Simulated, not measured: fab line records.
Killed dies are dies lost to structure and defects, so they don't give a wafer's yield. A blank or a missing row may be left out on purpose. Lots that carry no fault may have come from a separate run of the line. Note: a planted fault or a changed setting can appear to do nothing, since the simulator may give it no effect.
The tool behind it: which one? :: flow n5_finfet :: 24 lots with 72 wafers sampled at 2 steps, on a route of 1938 steps

WHAT THE GAUGES SHOWED, per wafer
N5_BEOL_M2_CD_MEAS_11 targets a cd of 16.79 nm. Usual: cd_nm 16.83 nm, standard deviation 0.23.
lot: L074
measured: day 6 15:45
on: cd_sem-03
cd_nm (nm): 17.01 16.68 16.83
flag: 

lot: L075
measured: day 6 22:34
on: cd_sem-01
cd_nm (nm): 16.72 16.85 17.14
flag: 

lot: L077
measured: day 7 04:14
on: cd_sem-02
cd_nm (nm): 16.66 16.60 16.86
flag: 

lot: L076
measured: day 7 04:28
on: cd_sem-03
cd_nm (nm): 16.34 16.77 16.73
flag: 

lot: L078
measured: day 7 13:24
on: cd_sem-03
cd_nm (nm): 17.05 16.93 16.73
flag: 

lot: L079
measured: day 7 17:54
on: cd_sem-01
cd_nm (nm): 16.41 16.79 16.22
flag: 

lot: L080
measured: day 7 22:59
on: cd_sem-03
cd_nm (nm): 17.11 17.23 16.55
flag: 

lot: L081
measured: day 8 08:01
on: cd_sem-01
cd_nm (nm): 17.07 16.77 17.07
flag: 

lot: L082
measured: day 8 12:14
on: cd_sem-03
cd_nm (nm): 16.94 16.85 16.74
flag: 

lot: L083
measured: day 8 23:42
on: cd_sem-03
cd_nm (nm): 16.99 16.93 16.63
flag: 

lot: L084
measured: day 9 03:18
on: cd_sem-01
cd_nm (nm): 16.92 16.71 17.02
flag: 

lot: L086
measured: day 9 06:56
on: cd_sem-01
cd_nm (nm): 16.66 17.02 16.59
flag: 

lot: L085
measured: day 9 17:29
on: cd_sem-02
cd_nm (nm): 16.78 16.84 17.24
flag: 

lot: L087
measured: day 9 20:47
on: cd_sem-03
cd_nm (nm): 17.03 17.19 17.03
flag: 

lot: L088
measured: day 9 21:53
on: cd_sem-01
cd_nm (nm): 16.75 16.98 16.89
flag: 

lot: L089
measured: day 10 03:41
on: cd_sem-02
cd_nm (nm): 16.87 16.56 16.84
flag: 

lot: L090
measured: day 10 18:15
on: cd_sem-03
cd_nm (nm): 16.86 16.88 16.84
flag: 

lot: L092
measured: day 11 01:47
on: cd_sem-02
cd_nm (nm): 17.20 16.62 16.98
flag: 

lot: L091
measured: day 11 02:10
on: cd_sem-03
cd_nm (nm): 16.67 17.01 16.84
flag: 

lot: L093
measured: day 11 10:22
on: cd_sem-01
cd_nm (nm): 17.07 16.85 16.83
flag: 

lot: L094
measured: day 11 10:31
on: cd_sem-01
cd_nm (nm): 16.80 16.93 16.54
flag: 

lot: L095
measured: day 12 03:24
on: cd_sem-01
cd_nm (nm): 16.81 16.51 16.51
flag: 

lot: L096
measured: day 12 05:34
on: cd_sem-02
cd_nm (nm): 16.45 17.03 16.90
flag: 

lot: L097
measured: day 12 10:53
on: cd_sem-03
cd_nm (nm): 17.24 17.51 17.24
flag: 

WHICH TOOL RAN EACH LOT (tool, then ch and the chambers of the sampled wafers, then the start)
lot: L074
N5_BEOL_M1_ANNEAL_87: pvd_sputter-02, day 6 12:21

lot: L075
N5_BEOL_M1_ANNEAL_87: pvd_sputter-03, day 6 18:25

lot: L077
N5_BEOL_M1_ANNEAL_87: pvd_sputter-01, day 6 23:50

lot: L076
N5_BEOL_M1_ANNEAL_87: pvd_sputter-02, day 6 23:59

lot: L078
N5_BEOL_M1_ANNEAL_87: pvd_sputter-02, day 7 10:09

lot: L079
N5_BEOL_M1_ANNEAL_87: pvd_sputter-03, day 7 14:49

lot: L080
N5_BEOL_M1_ANNEAL_87: pvd_sputter-02, day 7 18:04

lot: L081
N5_BEOL_M1_ANNEAL_87: pvd_sputter-02, day 8 04:29

lot: L082
N5_BEOL_M1_ANNEAL_87: pvd_sputter-03, day 8 09:19

lot: L083
N5_BEOL_M1_ANNEAL_87: pvd_sputter-01, day 8 18:32

lot: L084
N5_BEOL_M1_ANNEAL_87: pvd_sputter-01, day 8 23:53

lot: L086
N5_BEOL_M1_ANNEAL_87: pvd_sputter-02, day 9 01:27

lot: L085
N5_BEOL_M1_ANNEAL_87: pvd_sputter-01, day 9 13:29

lot: L087
N5_BEOL_M1_ANNEAL_87: pvd_sputter-03, day 9 17:21

lot: L088
N5_BEOL_M1_ANNEAL_87: pvd_sputter-03, day 9 19:11

lot: L089
N5_BEOL_M1_ANNEAL_87: pvd_sputter-02, day 10 00:34

lot: L090
N5_BEOL_M1_ANNEAL_87: pvd_sputter-01, day 10 14:55

lot: L092
N5_BEOL_M1_ANNEAL_87: pvd_sputter-03, day 10 20:57

lot: L091
N5_BEOL_M1_ANNEAL_87: pvd_sputter-02, day 10 21:53

lot: L093
N5_BEOL_M1_ANNEAL_87: pvd_sputter-03, day 11 03:37

lot: L094
N5_BEOL_M1_ANNEAL_87: pvd_sputter-01, day 11 03:54

lot: L095
N5_BEOL_M1_ANNEAL_87: pvd_sputter-03, day 11 23:36

lot: L096
N5_BEOL_M1_ANNEAL_87: pvd_sputter-01, day 12 02:27

lot: L097
N5_BEOL_M1_ANNEAL_87: pvd_sputter-01, day 12 05:44
- N5_BEOL_M1_ANNEAL_87: time 240 s.

AS READ BY THE TOOLS THEMSELVES (means over the sampled wafers that have a number; for cases with no such wafer, the mark the record gives instead)
N5_BEOL_M1_ANNEAL_87. Usual: heater_power_w 814 W, standard deviation 76.
lot: L074
tool: pvd_sputter-02
heater_power_w (W): 822
flag: 

lot: L075
tool: pvd_sputter-03
heater_power_w (W): 815
flag: 

lot: L077
tool: pvd_sputter-01
heater_power_w (W): 875
flag: 

lot: L076
tool: pvd_sputter-02
heater_power_w (W): 863
flag: 

lot: L078
tool: pvd_sputter-02
heater_power_w (W): 821
flag: 

lot: L079
tool: pvd_sputter-03
heater_power_w (W): 808
flag: 

lot: L080
tool: pvd_sputter-02
heater_power_w (W): 772
flag: 

lot: L081
tool: pvd_sputter-02
heater_power_w (W): 822
flag: 

lot: L082
tool: pvd_sputter-03
heater_power_w (W): 831
flag: 

lot: L083
tool: pvd_sputter-01
heater_power_w (W): 858
flag: 

lot: L084
tool: pvd_sputter-01
heater_power_w (W): 865
flag: 

lot: L086
tool: pvd_sputter-02
heater_power_w (W): 822
flag: 

lot: L085
tool: pvd_sputter-01
heater_power_w (W): 863
flag: 

lot: L087
tool: pvd_sputter-03
heater_power_w (W): 791
flag: 

lot: L088
tool: pvd_sputter-03
heater_power_w (W): 763
flag: 

lot: L089
tool: pvd_sputter-02
heater_power_w (W): 840
flag: 

lot: L090
tool: pvd_sputter-01
heater_power_w (W): 864
flag: 

lot: L092
tool: pvd_sputter-03
heater_power_w (W): 791
flag: 

lot: L091
tool: pvd_sputter-02
heater_power_w (W): 781
flag: 

lot: L093
tool: pvd_sputter-03
heater_power_w (W): 816
flag: 

lot: L094
tool: pvd_sputter-01
heater_power_w (W): 811
flag: 

lot: L095
tool: pvd_sputter-03
heater_power_w (W): 784
flag: 

lot: L096
tool: pvd_sputter-01
heater_power_w (W): 879
flag: 

lot: L097
tool: pvd_sputter-01
heater_power_w (W): 868
flag: 

THE ANSWER, worked out from the rows above alone
Rule: lot off if the mean of its wafers having a number is beyond 3 standard deviations from the usual mean. A lot without any number at a reading at which 4 lots or more have one is off too. Where the step has rows for the other lots, those lots are counted as sound. Order of review: gauges by route order, followed by the tools' own readings, for which a lot's mean as printed above is used. At the first step where some lot is off, the reading lying furthest off is the one used; lots without a number count as furthest.
No lot is off on any of the readings shown, so nothing can be concluded from this.

WHAT THE SIMULATOR HAD PUT IN
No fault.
